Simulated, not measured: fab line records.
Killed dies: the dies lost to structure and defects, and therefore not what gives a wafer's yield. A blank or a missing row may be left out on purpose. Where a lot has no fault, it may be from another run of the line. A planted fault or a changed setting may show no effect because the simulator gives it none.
Matching of chambers + flow n5_finfet + N5_WELL_APT_DESCUM_13 on rie_diel-01 has 4 sister chambers
The step chemistry O2, time 7.9 s. 20 wafers are shown with their chamber, then 10 later ones without.

WAFERS WITH THEIR CHAMBER
| wafer  | chamber | showerhead_plenum_p_Torr (Torr) | throttle_valve_pct (%) | oes_product_au (a.u.) |
|--------|---------|---------------------------------|------------------------|-----------------------|
| L077.2 | 1       | 2.13                            | 20.30                  | 0.69                  |
| L077.3 | 0       | 2.08                            | 20.12                  | 0.95                  |
| L077.6 | 1       | 2.13                            | 20.29                  | 0.69                  |
| L080.2 | 3       | 2.07                            | 20.46                  | 0.99                  |
| L080.3 | 0       | 2.07                            | 20.12                  | 0.92                  |
| L080.6 | 0       | 2.07                            | 20.14                  | 0.93                  |
| L082.1 | 3       | 2.07                            | 20.48                  | 0.96                  |
| L082.2 | 2       | 2.07                            | 20.72                  | 0.74                  |
| L082.4 | 3       | 2.07                            | 20.46                  | 0.96                  |
| L083.1 | 0       | 2.07                            | 20.16                  | 0.91                  |
| L083.3 | 3       | 2.07                            | 20.48                  | 0.95                  |
| L083.6 | 3       | 2.07                            | 20.46                  | 0.95                  |
| L085.4 | 1       | 2.13                            | 19.86                  | 1.00                  |
| L085.5 | 2       | 2.07                            | 20.74                  | 0.73                  |
| L085.6 | 3       | 2.06                            | 20.47                  | 0.93                  |
| L087.2 | 3       | 2.06                            | 20.50                  | 0.92                  |
| L087.5 | 0       | 2.07                            | 20.16                  | 0.89                  |
| L087.6 | 3       | 2.06                            | 20.50                  | 0.92                  |
| L091.1 | 0       | 2.06                            | 20.19                  | 0.88                  |
| L091.3 | 3       | 2.06                            | 20.51                  | 0.91                  |

SIGNATURES, as means of the wafers listed above
| reading                  | chamber 0 | chamber 1 | chamber 2 | chamber 3 | scatter within a chamber |
|--------------------------|-----------|-----------|-----------|-----------|--------------------------|
| showerhead_plenum_p_Torr | 2.0700    | 2.1300    | 2.0700    | 2.0656    | 0.00514                  |
| throttle_valve_pct       | 20.1483   | 20.1500   | 20.7300   | 20.4800   | 0.0912                   |
| oes_product_au           | 0.9133    | 0.7933    | 0.7350    | 0.9433    | 0.0674                   |
Rule: for a wafer and a chamber, the distance is found by dividing, reading by reading, the gap between the wafer's reading and the chamber's mean by the reading's scatter, squaring, summing and taking the root. The wafer belongs to the nearest chamber; if the next one is less than 2 further off, it can't be placed. The scatter: the root of (the sum of the squares of (reading less its chamber's mean) over the shown wafers, divided by (wafers less chambers)).

WAFERS WHOSE CHAMBER IS MISSING
| wafer  | showerhead_plenum_p_Torr (Torr) | throttle_valve_pct (%) | oes_product_au (a.u.) |
|--------|---------------------------------|------------------------|-----------------------|
| L091.5 | 2.06                            | 20.19                  | 0.87                  |
| L093.1 | 2.12                            | 19.88                  | 0.95                  |
| L093.3 | 2.06                            | 20.52                  | 0.89                  |
| L093.4 | 2.06                            | 20.77                  | 0.72                  |
| L094.1 | 2.06                            | 20.53                  | 0.89                  |
| L094.5 | 2.06                            | 20.52                  | 0.89                  |
| L094.6 | 2.06                            | 20.20                  | 0.85                  |
| L095.2 | 2.06                            | 20.77                  | 0.71                  |
| L095.3 | 2.06                            | 20.21                  | 0.85                  |
| L095.5 | 2.12                            | 19.89                  | 0.93                  |

THE CHAMBER EACH PASSED THROUGH
| wafer  | from the rows above     | in truth |
|--------|-------------------------|----------|
| L091.5 | can't be placed: 0 or 3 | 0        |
| L093.1 | 1                       | 1        |
| L093.3 | 3                       | 3        |
| L093.4 | 2                       | 2        |
| L094.1 | 3                       | 3        |
| L094.5 | 3                       | 3        |
| L094.6 | can't be placed: 0 or 3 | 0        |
| L095.2 | 2                       | 2        |
| L095.3 | can't be placed: 0 or 3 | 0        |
| L095.5 | 1                       | 1        |
Correctly placed: 7 of 10. Unplaceable from these rows: 3, with the true chamber sitting among the candidates in 3. 0 placed wrongly.
